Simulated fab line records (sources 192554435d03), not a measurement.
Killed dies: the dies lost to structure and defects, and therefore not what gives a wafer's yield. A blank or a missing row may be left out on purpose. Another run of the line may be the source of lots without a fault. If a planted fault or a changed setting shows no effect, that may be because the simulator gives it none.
fab line records -- flow n5_finfet
[record] lots = 9, wafers = 23, last_day = 21
route steps=1938 shown BEOL_M1@794 BEOL_M4@1111 PASSIVATION@1936
lots with no fault: from the same line, run without faults
start_h: start of the lot's first displayed wafer, in hours after the record's first day -- wait_h: hours elapsed since this lot's preceding step -- " same as the row above -- L1.1+2: a single row standing in for several wafers -- - value missing, or start not given -- * or withheld: withheld -- < > ~ a bound
route shown NAME@n: NAME is a module with steps in the file, n the number in the route of the first one -- usual: mean/standard deviation of fault-free wafers -- same: alike in all rows -- chamber/n: place in a boat -- sites: the reading at each site -- _std_site: standard deviation of those values -- _edge_site: outer sites' mean less inner sites' -- radius_mm: for every site, how far away it sits from the centre of the wafer -- mask NAME#n: copy n -- behind: tool/chamber where the wafer was last shaped -- hold: what put the lot on hold/how long, in hours/how the hold closed -- device: which transistor (n, p or np) failed to switch -- end of line: tests of these same wafers at the route's end -- a step given without rows: its recipe and nothing more -- killed: at the first sort, the dies lost to defects and structure; wafer yield is something else -- map: a wafer's dies, marking killed ones x, the rest . and places with no die _
set.NAME: setting as actually run; set.NAME@STEP: the setting as run at that earlier step -- model.NAME: the simulator's own value behind a step, which no gauge read
steps of the route over a sample of lots; a table a step, a row a wafer
services: from which hour (start_h, from the record's first day; less than 0 if before it) a tool's chamber was out of use, for how many hours, and why
[[steps]]
[step N5_BEOL_M1_ETCH_70]
[recipe] chemistry = N2/H2, target = SOC, target_depth_a = 800, overetch_a = 160, mask_material = SiARC, temp_c = 40, time_s = 120, ion_energy_ev = 200, pressure_mtorr = 30, source_w = 840, bias_w = 150, n2_flow_sccm = 200, h2_flow_sccm = 200
[usual] drypump_motor_current_A = 5.6/0.43, h2_flow_sccm = 200.0/0.6, oes_product_au = 0.58/0.046, rf_fwd_power_W = 835.3/2.8, rf_vpp_V = 524/3, showerhead_plenum_p_Torr = 2.54/0.1, throttle_valve_pct = 17.91/0.27
lot.wafer,tool,chamber,start_h,wait_h,drypump_motor_current_A,h2_flow_sccm,oes_product_au,rf_fwd_power_W,rf_hours_counter_h,rf_vpp_V,showerhead_plenum_p_Torr,throttle_valve_pct
L530.1,rie_diel-05,1,171.82,0.0,5.6,199.7,0.56,839.7,194,527,2.65,18.07
L530.4,rie_diel-05,2,171.82,0.0,6.1,199.9,0.60,832.3,117,527,2.69,17.99
L530.6,rie_diel-05,0,171.82,0.0,5.0,200.3,0.57,835.8,-,520,2.42,17.86
L531.2,rie_diel-06,0,171.82,0.0,5.8,200.5,0.60,833.5,123,523,2.57,18.11
L531.4,rie_diel-06,2,171.82,0.0,5.5,200.9,0.56,840.1,-,524,2.50,17.75
L535.4,rie_diel-02,2,193.96,0.0,5.0,199.6,0.55,835.0,214,526,2.62,17.86
L535.5,rie_diel-02,3,193.96,0.0,5.7,200.0,0.64,833.6,-,522,2.50,18.43
L535.6,rie_diel-02,0,193.96,0.0,4.8,200.8,0.53,830.9,-,520,2.38,18.25
L544.5,rie_diel-05,3,228.33,0.0,5.7,199.4,0.56,838.7,-,521,2.43,17.78
L544.6,rie_diel-05,0,228.33,0.0,5.0,199.2,0.54,834.0,-,522,2.41,17.92
L545.1,rie_diel-02,3,235.24,0.0,5.7,200.4,0.64,839.8,91,522,2.50,18.46
L545.6,rie_diel-02,3,235.24,0.0,5.7,199.9,0.63,839.0,-,520,2.50,18.46
L547.3,rie_diel-05,1,240.17,0.0,5.6,199.1,0.54,834.1,220,525,2.63,18.10
L547.5,rie_diel-05,3,240.17,0.0,5.7,200.7,0.56,835.5,-,519,2.43,17.78
L550.2,rie_diel-05,2,259.13,0.0,6.1,199.6,0.58,833.9,147,527,2.68,18.02
L550.3,rie_diel-05,0,259.13,0.0,5.0,199.9,0.54,838.2,196,519,2.41,17.92
L550.4,rie_diel-05,3,259.13,0.0,5.7,200.6,0.55,833.4,184,522,2.43,17.79
L552.1,rie_diel-06,0,259.60,0.0,5.8,199.7,0.58,837.6,148,525,2.56,18.16
L552.2,rie_diel-06,3,259.60,0.0,6.0,199.2,0.70,836.5,24,525,2.59,17.68
L552.5,rie_diel-06,3,259.60,0.0,6.0,199.1,0.70,839.2,-,526,2.59,17.68
L553.4,rie_diel-05,0,270.74,0.0,5.0,199.9,0.55,837.2,198,520,2.41,17.93
L553.5,rie_diel-05,0,270.74,0.0,5.0,199.0,0.55,834.4,-,520,2.41,17.94
L553.6,rie_diel-05,1,270.74,0.0,5.6,200.5,0.54,832.9,-,527,2.63,18.12
[step N5_BEOL_M1_STRIP_97]
[recipe] chemistry = N2/H2, time_s = 10, power_w = 450, temp_c = 40, pressure_mtorr = 20, rf_frequency_hz = 6e+07, bias_power_w = 7, n2_flow_sccm = 200, h2_flow_sccm = 200
[usual] drypump_motor_current_A = 5.6/0.43, h2_flow_sccm = 200.0/0.6, oes_product_au = 0.76/0.064, rf_vpp_V = 59.2/0.87, showerhead_plenum_p_Torr = 2.54/0.1, throttle_valve_pct = 23.8/0.38
lot.wafer,tool,chamber,start_h,wait_h,drypump_motor_current_A,h2_flow_sccm,oes_product_au,rf_hours_counter_h,rf_vpp_V,showerhead_plenum_p_Torr,throttle_valve_pct
L530.1,rie_diel-05,1,-,-,5.6,200.1,0.72,194,60.6,2.64,23.9
L530.4,rie_diel-05,2,-,-,6.1,199.5,0.79,117,58.9,2.69,24.1
L530.6,rie_diel-05,0,-,-,5.0,199.7,0.73,-,58.5,2.42,23.8
L531.2,rie_diel-06,0,-,-,5.8,200.1,0.79,123,58.9,2.57,24.0
L531.4,rie_diel-06,2,-,-,5.5,200.5,0.72,-,60.1,2.50,23.7
L535.4,rie_diel-02,2,-,-,5.1,200.7,0.73,214,59.9,2.62,23.6
L535.5,rie_diel-02,3,-,-,5.7,199.1,0.86,-,58.1,2.50,24.7
L535.6,rie_diel-02,0,-,-,4.8,200.2,0.70,-,59.1,2.38,24.0
L544.5,rie_diel-05,3,-,-,5.7,199.7,0.71,-,57.4,2.43,23.5
L544.6,rie_diel-05,0,-,-,5.0,199.8,0.70,-,58.5,2.41,23.8
L545.1,rie_diel-02,3,-,-,5.7,199.3,0.84,91,58.6,2.49,24.6
L545.6,rie_diel-02,3,-,-,5.7,201.1,0.85,-,58.4,2.49,24.7
L547.3,rie_diel-05,1,-,-,5.6,200.6,0.70,221,59.1,2.63,23.9
L547.5,rie_diel-05,3,-,-,5.8,200.5,0.72,-,58.9,2.43,23.5
L550.2,rie_diel-05,2,-,-,6.2,199.3,0.77,147,59.9,2.68,24.1
L550.3,rie_diel-05,0,-,-,5.0,200.1,0.70,196,58.6,2.41,23.8
L550.4,rie_diel-05,3,-,-,5.8,199.7,0.71,184,57.2,2.43,23.5
L552.1,rie_diel-06,0,-,-,5.8,200.6,0.77,148,58.7,2.56,24.0
L552.2,rie_diel-06,3,-,-,6.1,201.0,0.92,24,58.7,2.58,23.5
L552.5,rie_diel-06,3,-,-,6.1,200.5,0.92,-,60.3,2.58,23.5
L553.4,rie_diel-05,0,-,-,5.0,199.9,0.71,198,57.7,2.41,23.8
L553.5,rie_diel-05,0,-,-,5.0,200.1,0.70,-,59.2,2.41,23.8
L553.6,rie_diel-05,1,-,-,5.6,199.7,0.70,-,59.1,2.63,23.9
[step N5_BEOL_M1_PRE_CLEAN_45]
[recipe] gas = H2/He, time_s = 30, temp_c = 250
[usual] heater_power_w = 315/30
lot.wafer,tool,chamber,start_h,wait_h,heater_power_w
L530.1,pvd_sputter-01,-,172.45,0.0,312
L530.4,pvd_sputter-01,-,172.45,0.0,294
L530.6,pvd_sputter-01,-,172.45,0.0,312
L531.2,pvd_sputter-01,-,172.53,0.0,299
L531.4,pvd_sputter-01,-,172.53,0.0,337
L535.4,pvd_sputter-03,-,195.42,0.0,272
L535.5,pvd_sputter-03,-,195.42,0.0,302
L535.6,pvd_sputter-03,-,195.42,0.0,260
L544.5,pvd_sputter-02,-,228.90,0.0,271
L544.6,pvd_sputter-02,-,228.90,0.0,309
L545.1,pvd_sputter-01,-,236.14,0.0,369
L545.6,pvd_sputter-01,-,236.14,0.0,295
L547.3,pvd_sputter-01,-,240.90,0.0,319
L547.5,pvd_sputter-01,-,240.90,0.0,356
L550.2,pvd_sputter-03,-,260.14,0.0,275
L550.3,pvd_sputter-03,-,260.14,0.0,306
L550.4,pvd_sputter-03,-,260.14,0.0,324
L552.1,pvd_sputter-01,-,260.30,0.0,338
L552.2,pvd_sputter-01,-,260.30,0.0,371
L552.5,pvd_sputter-01,-,260.30,0.0,293
L553.4,pvd_sputter-02,-,271.93,0.0,343
L553.5,pvd_sputter-02,-,271.93,0.0,313
L553.6,pvd_sputter-02,-,271.93,0.0,277
[step N5_BEOL_M1_ALD_84]
[recipe] material = TaN, target_thk_a = *, temp_c = 275, ald_precursor_family = PDMAT, ald_co_reactant = NH3, pressure_torr = 3, carrier_flow_sccm = 1500, pulse_time_s = 2, purge_time_s = 3, co_reactant_purge_time_s = 2, co_reactant_pulse_time_s = 3, ald_cycles = 30, precursor_vessel_temp_c = 75, precursor_vessel_pressure_torr = 26.25, precursor_vessel_carrier_sccm = 1000
[usual] ald_cycles = 30/0, heater_power_w = 434/55
[same] co_reactant_pulse_time_s = 3
lot.wafer,tool,chamber,start_h,wait_h,ald_cycles,heater_power_w
L530.1,ald_metal-03,3,172.52,0.0,30,477
L530.4,ald_metal-03,2,172.52,0.0,30,401
L530.6,ald_metal-03,3,172.52,0.0,30,477
L531.2,ald_metal-02,3,172.61,0.1,30,382
L531.4,ald_metal-02,2,172.61,0.1,30,356
L535.4,ald_metal-03,2,195.48,0.0,30,399
L535.5,ald_metal-03,0,195.48,0.0,30,455
L535.6,ald_metal-03,3,195.48,0.0,30,472
L544.5,ald_metal-04,1,229.06,0.1,46,360
L544.6,ald_metal-04,2,229.06,0.1,30,420
L545.1,ald_metal-04,2,236.20,0.0,46,411
L545.6,ald_metal-04,0,236.20,0.0,30,427
L547.3,ald_metal-04,3,240.97,0.1,30,371
L547.5,ald_metal-04,1,240.97,0.1,46,371
L550.2,ald_metal-03,1,260.20,0.0,30,495
L550.3,ald_metal-03,3,260.20,0.0,30,470
L550.4,ald_metal-03,2,260.20,0.0,30,398
L552.1,ald_metal-02,3,260.36,0.0,30,394
L552.2,ald_metal-02,0,260.36,0.0,30,490
L552.5,ald_metal-02,0,260.36,0.0,30,484
L553.4,ald_metal-03,1,272.11,0.2,30,512
L553.5,ald_metal-03,2,272.11,0.2,30,397
L553.6,ald_metal-03,3,272.11,0.2,30,461
[step N5_BEOL_M4_RC_MEAS_101]
[usual] CHAIN_V0 = 241/13, CHAIN_V0_max_site = 250/14, DIBL_N = 36.1/2.3, DIBL_P = 36/3.2, IOFF_N = 0.16/0.045, IOFF_P = 0.21/0.049, ION_N = 674/14, ION_P = 462/8.4, SERP_M1 = 205/22, SERP_M1_max_site = 217/24, SS_N = 71.6/0.83, SS_P = 73.2/0.87, VT_N = 249/3.8, VT_P = -250/3.4
lot.wafer,tool,chamber,start_h,wait_h,CHAIN_V0[ohm/link],CHAIN_V0_max_site[ohm/link],DIBL_N[mV/V],DIBL_P[mV/V],IOFF_N[nA/um],IOFF_P[nA/um],ION_N[uA/um],ION_P[uA/um],SERP_M1[ohm/um],SERP_M1_max_site[ohm/um],SS_N[mV/dec],SS_P[mV/dec],VT_N[mV],VT_P[mV]
L530.1,prober-02,0,236.98,0.3,230,236,35.1,34,0.13,0.21,659,461,210,215,70.7,72.9,250,-249
L530.4,prober-02,0,236.98,0.3,250,256,39.1,39,0.20,0.28,675,466,263,273,72.3,73.6,248,-246
L530.6,prober-02,0,236.98,0.3,264,280,37.9,37,0.18,0.25,673,465,245,262,71.7,73.7,248,-245
L531.2,prober-01,0,271.85,0.2,249,259,33.3,35,0.12,0.19,655,460,197,208,70.6,73.0,254,-250
L531.4,prober-01,0,271.85,0.2,234,248,34.5,36,0.13,0.23,664,464,181,203,70.5,72.7,249,-244
L535.4,prober-02,0,289.33,0.5,234,239,37.0,38,0.19,0.25,671,455,183,194,72.0,73.9,246,-247
L535.5,prober-02,0,289.33,0.5,237,249,38.4,39,0.20,0.25,679,465,212,232,72.7,74.4,249,-249
L535.6,prober-02,0,289.33,0.5,222,230,36.7,37,0.19,0.23,683,464,178,190,72.6,73.6,250,-249
L545.1,prober-01,0,344.70,0.0,374,398,35.5,36,0.15,0.18,672,457,248,262,72.1,72.9,249,-253
L545.6,prober-01,0,344.70,0.0,235,240,35.0,35,0.14,0.18,661,450,172,179,70.6,72.9,251,-252
L544.5,prober-02,0,348.28,0.6,369,381,38.7,37,0.19,0.24,693,472,283,302,71.8,74.2,243,-245
L544.6,prober-02,0,348.28,0.6,252,255,39.8,37,0.22,0.24,688,465,202,209,71.8,73.6,243,-247
L547.3,prober-01,0,355.20,0.3,218,229,34.4,36,0.14,0.16,672,458,208,225,71.9,72.9,251,-255
L547.5,prober-01,0,355.20,0.3,350,362,35.4,37,0.15,0.19,676,465,259,293,72.3,73.5,251,-253
L550.2,prober-02,0,358.83,0.2,247,253,37.6,38,0.17,0.20,673,458,214,220,71.3,73.8,248,-252
L550.3,prober-02,0,358.83,0.2,260,270,39.2,41,0.21,0.28,674,466,234,243,72.2,75.1,249,-249
L550.4,prober-02,0,358.83,0.2,251,256,36.5,37,0.15,0.20,675,462,213,233,71.2,73.9,248,-254
L552.1,prober-02,0,364.44,0.0,244,253,39.9,39,0.22,0.24,707,474,218,239,72.3,74.2,244,-250
L552.2,prober-02,0,364.44,0.0,227,238,36.0,34,0.14,0.17,661,450,194,205,70.8,73.0,250,-252
L552.5,prober-02,0,364.44,0.0,225,238,35.4,33,0.13,0.17,670,460,180,189,70.4,72.0,251,-248
L553.4,prober-01,0,394.25,0.5,233,241,37.5,39,0.20,0.25,683,463,186,196,72.7,73.3,246,-248
L553.5,prober-01,0,394.25,0.5,234,245,40.1,42,0.24,0.29,679,461,179,189,72.7,74.2,246,-248
L553.6,prober-01,0,394.25,0.5,237,253,37.4,38,0.19,0.24,681,466,187,204,72.0,73.7,247,-247
// sites CHAIN_V0 radius_mm=0,75,75,75,75,140,140,140,140
L530.1 217 232 223 234 215 230 236 236 227
L531.2 237 251 236 249 238 252 259 251 247
L535.4 234 233 236 238 228 239 229 234 237
L545.1 374 398 390 377 385 360 349 353 356
L544.5 373 371 381 380 369 353 353 359 338
L547.3 229 223 218 227 223 216 207 211 217
L550.2 235 251 253 247 253 239 239 243 247
L552.1 237 247 253 241 247 236 244 249 241
L553.4 241 233 239 239 235 227 224 225 220
// sites SERP_M1 radius_mm=0,75,75,75,75,140,140,140,140
L530.1 199 210 201 210 196 208 215 212 215
L531.2 185 202 187 194 194 197 208 202 200
L535.4 181 183 179 187 177 194 180 187 190
L545.1 248 262 258 253 248 231 230 226 234
L544.5 277 290 302 286 277 283 275 297 265
L547.3 225 210 210 219 208 201 199 200 199
L550.2 201 220 218 214 216 210 202 211 215
L552.1 211 228 239 212 216 212 225 218 220
L553.4 195 185 190 196 186 181 185 186 178
[step N5_PASSIVATION_PROBE_49]
[usual] defect_limited_yield = 90.9/1.6, killed_at_M0_to_M3 = 37/11, killed_at_M4_up = 15/5.6, killed_at_contacts = 13/6.4, killed_at_front_end = 39/11, killed_at_other = 4/3.1, killed_dies = 107/19, killed_open = 71/14, killed_short = 34/7.8, sort_bin_5_function = 5.3/1, sort_bin_6_memory = 3.4/0.72, sort_bin_8_speed = 0.0/0.42, sort_n_pass = 1072/20, sort_yield_pct = 90.9/1.7
[same] gross_dies = 1180, killed_at_back_side = 0, sort_bin_4_leakage[%] = 0
lot.wafer,tool,chamber,start_h,wait_h,defect_limited_yield[%],killed_at_M0_to_M3,killed_at_M4_up,killed_at_contacts,killed_at_front_end,killed_at_other,killed_dies,killed_open,killed_short,sort_bin_5_function[%],sort_bin_6_memory[%],sort_bin_8_speed[%],sort_n_pass,sort_yield_pct[%]
L544.5,prober-02,-,469.22,0.2,89.4,41,24,5,52,3,125,87,33,5.7,4.4,0.1,1055,89.4
L547.5,prober-01,-,474.03,0.2,93.2,19,13,12,34,2,80,52,27,4.7,1.8,0,1100,93.2
// killed by level:class
L544.5 BEOL_M4:geometric_particle:open=17 FIN_SAQP:geometric_particle:open=14 BEOL_M3:geometric_particle:open=12 BEOL_M1:geometric_particle:open=10 STI_FIN_REVEAL:geometric_particle:open=8 FIN_SAQP:geometric_particle:short=7 GATE_CUT:geometric_particle:short=5 DUMMY_GATE:geometric_particle:open=5
L547.5 MOL_CONTACT_COAG:geometric_particle:open=11 FIN_SAQP:geometric_particle:short=10 FIN_SAQP:geometric_particle:open=7 BEOL_M3:geometric_particle:open=5 STI_FIN_REVEAL:geometric_particle:open=4 BEOL_M0_SAQP:geometric_particle:open=4 BEOL_M2:geometric_particle:open=4 BEOL_M5:geometric_particle:open=4
[[services]]
tool,chamber,start_h,hours,kind
rie_diel-06,3,156.83,2.9,repair
rie_diel-06,3,159.87,-,clean
rie_diel-06,3,159.87,-,consumable_replace:focus_ring
rie_diel-06,3,159.87,22.0,scheduled_down
rie_diel-06,3,159.87,22.0,vent_cycle
ald_metal-03,-,165.86,0.9,repair
rie_diel-02,-,169.40,14.6,pm
ald_metal-03,-,174.59,1.2,pm
rie_diel-05,3,183.44,8.8,repair
rie_diel-02,-,192.18,1.3,repair
rie_diel-02,2,210.62,5.7,repair
rie_diel-06,0,211.17,17.1,repair
pvd_sputter-03,-,216.35,1.0,repair
rie_diel-05,3,216.50,6.9,repair
ald_metal-03,0,226.97,21.5,repair
rie_diel-02,0,239.75,-,clean
rie_diel-02,0,239.75,-,consumable_replace:focus_ring
rie_diel-02,0,239.75,-,consumable_replace:showerhead
rie_diel-02,0,239.75,23.9,scheduled_down
rie_diel-02,0,239.75,23.9,vent_cycle
rie_diel-06,-,246.41,0.3,repair
[[key]]
[first_sign] step = N5_BEOL_M1_ALD_84, reading = ald_cycles, direction = up, sigmas = 99+, usual = *, struck = *
[effect] step = N5_BEOL_M4_RC_MEAS_101, reading = CHAIN_V0, direction = up, sigmas = 9.6, usual = 241, struck = 364
[effect] step = N5_BEOL_M4_RC_MEAS_101, reading = SERP_M1, direction = up, sigmas = 2.6, usual = 205, struck = 264
[effect] step = N5_BEOL_M4_RC_MEAS_101, reading = CHAIN_V0_max_site, direction = up, sigmas = 9.2, usual = 250, struck = 380
[effect] step = N5_BEOL_M4_RC_MEAS_101, reading = SERP_M1_max_site, direction = up, sigmas = 2.9, usual = 217, struck = 286
met_at N5_BEOL_M1_ALD_84
struck_lots L544,L545,L547
struck_wafers L544.5,L545.1,L547.5
not_acting_at N5_BEOL_M1_ETCH_70,N5_BEOL_M1_STRIP_97,N5_BEOL_M1_PRE_CLEAN_45
[fault] kind = process_parameter_drift, tool = ald_metal-04, chamber = -, onset_h = 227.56, steps = N5_BEOL_M1_ALD_84, channel = ald_cycles, offset = *, shape = step, end_h = 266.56, scope = struck_wafers_only, acts_in = *, stated = *
